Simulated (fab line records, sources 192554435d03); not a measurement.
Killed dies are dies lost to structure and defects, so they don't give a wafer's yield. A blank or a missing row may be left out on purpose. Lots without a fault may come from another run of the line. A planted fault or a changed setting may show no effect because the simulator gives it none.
Chamber matching / flow n5_finfet / cmp-01 running N5_BEOL_M13_CMP_49: 4 sister chambers
The step polishes, stops on SiOC, t overpolish 17.1 s, target thk 420 nm. 14 wafers are shown with their chamber, then 7 later ones without.

## WAFERS PAIRED WITH THEIR CHAMBERS
wafer=L077.1; chamber=0; motor_current_A (A)=6.4; overpolish_run_s (s)=17.095; clearing_platen_down_force_psi (psi)=1.500
wafer=L077.2; chamber=1; motor_current_A (A)=5.5; overpolish_run_s (s)=17.094; clearing_platen_down_force_psi (psi)=1.499
wafer=L077.4; chamber=3; motor_current_A (A)=5.6; overpolish_run_s (s)=17.092; clearing_platen_down_force_psi (psi)=1.502
wafer=L080.2; chamber=3; motor_current_A (A)=5.4; overpolish_run_s (s)=17.101; clearing_platen_down_force_psi (psi)=1.500
wafer=L080.3; chamber=0; motor_current_A (A)=5.9; overpolish_run_s (s)=17.104; clearing_platen_down_force_psi (psi)=1.497
wafer=L080.4; chamber=1; motor_current_A (A)=5.6; overpolish_run_s (s)=17.090; clearing_platen_down_force_psi (psi)=1.504
wafer=L083.3; chamber=1; motor_current_A (A)=5.3; overpolish_run_s (s)=17.095; clearing_platen_down_force_psi (psi)=1.499
wafer=L083.4; chamber=0; motor_current_A (A)=6.4; overpolish_run_s (s)=17.089; clearing_platen_down_force_psi (psi)=1.498
wafer=L083.5; chamber=0; motor_current_A (A)=6.1; overpolish_run_s (s)=17.084; clearing_platen_down_force_psi (psi)=1.501
wafer=L087.2; chamber=1; motor_current_A (A)=5.3; overpolish_run_s (s)=17.104; clearing_platen_down_force_psi (psi)=1.504
wafer=L087.4; chamber=0; motor_current_A (A)=6.2; overpolish_run_s (s)=17.083; clearing_platen_down_force_psi (psi)=1.499
wafer=L087.6; chamber=2; motor_current_A (A)=5.3; overpolish_run_s (s)=17.106; clearing_platen_down_force_psi (psi)=1.502
wafer=L091.4; chamber=3; motor_current_A (A)=5.6; overpolish_run_s (s)=17.087; clearing_platen_down_force_psi (psi)=1.504
wafer=L091.5; chamber=0; motor_current_A (A)=6.5; overpolish_run_s (s)=17.081; clearing_platen_down_force_psi (psi)=1.500

SIGNATURES, as means of the wafers listed above
reading=motor_current_A; chamber 0=6.250; chamber 1=5.425; chamber 2=5.300; chamber 3=5.533; scatter within a chamber=0.187
reading=overpolish_run_s; chamber 0=17.08933; chamber 1=17.09575; chamber 2=17.10600; chamber 3=17.09333; scatter within a chamber=0.00769
reading=clearing_platen_down_force_psi; chamber 0=1.49917; chamber 1=1.50150; chamber 2=1.50200; chamber 3=1.50200; scatter within a chamber=0.00209
Rule: a wafer lies at a distance from a chamber equal to the root of the sum of squares, over the readings, of (its reading less the chamber's mean, divided by the reading's scatter). If the next closest chamber is less than 2 further off than the closest, the wafer can't be placed; otherwise it belongs to the closest. How the scatter is found: for the shown wafers, subtract from each reading the mean of its chamber, square and add these, divide the total by (wafers less chambers), then take the root.

## WAFERS WHOSE CHAMBER IS MISSING
wafer=L091.6; motor_current_A (A)=5.4; overpolish_run_s (s)=17.111; clearing_platen_down_force_psi (psi)=1.503
wafer=L094.1; motor_current_A (A)=5.3; overpolish_run_s (s)=17.106; clearing_platen_down_force_psi (psi)=1.498
wafer=L094.3; motor_current_A (A)=5.7; overpolish_run_s (s)=17.103; clearing_platen_down_force_psi (psi)=1.503
wafer=L094.6; motor_current_A (A)=6.3; overpolish_run_s (s)=17.104; clearing_platen_down_force_psi (psi)=1.500
wafer=L097.1; motor_current_A (A)=5.5; overpolish_run_s (s)=17.091; clearing_platen_down_force_psi (psi)=1.499
wafer=L097.4; motor_current_A (A)=6.3; overpolish_run_s (s)=17.098; clearing_platen_down_force_psi (psi)=1.501
wafer=L097.6; motor_current_A (A)=6.0; overpolish_run_s (s)=17.096; clearing_platen_down_force_psi (psi)=1.501

## EACH ONE'S CHAMBER
wafer=L091.6; from the rows above=can't be placed: 2 or 1 or 3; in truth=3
wafer=L094.1; from the rows above=can't be placed: 2 or 1 or 3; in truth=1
wafer=L094.3; from the rows above=can't be placed: 3 or 1 or 2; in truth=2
wafer=L094.6; from the rows above=0; in truth=0
wafer=L097.1; from the rows above=can't be placed: 1 or 3 or 2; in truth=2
wafer=L097.4; from the rows above=0; in truth=0
wafer=L097.6; from the rows above=can't be placed: 0 or 3 or 1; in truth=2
Correct placement for 2 of the 7. These rows do not allow placing 5 (true chamber among the candidates in 4). Number placed wrongly: 0.
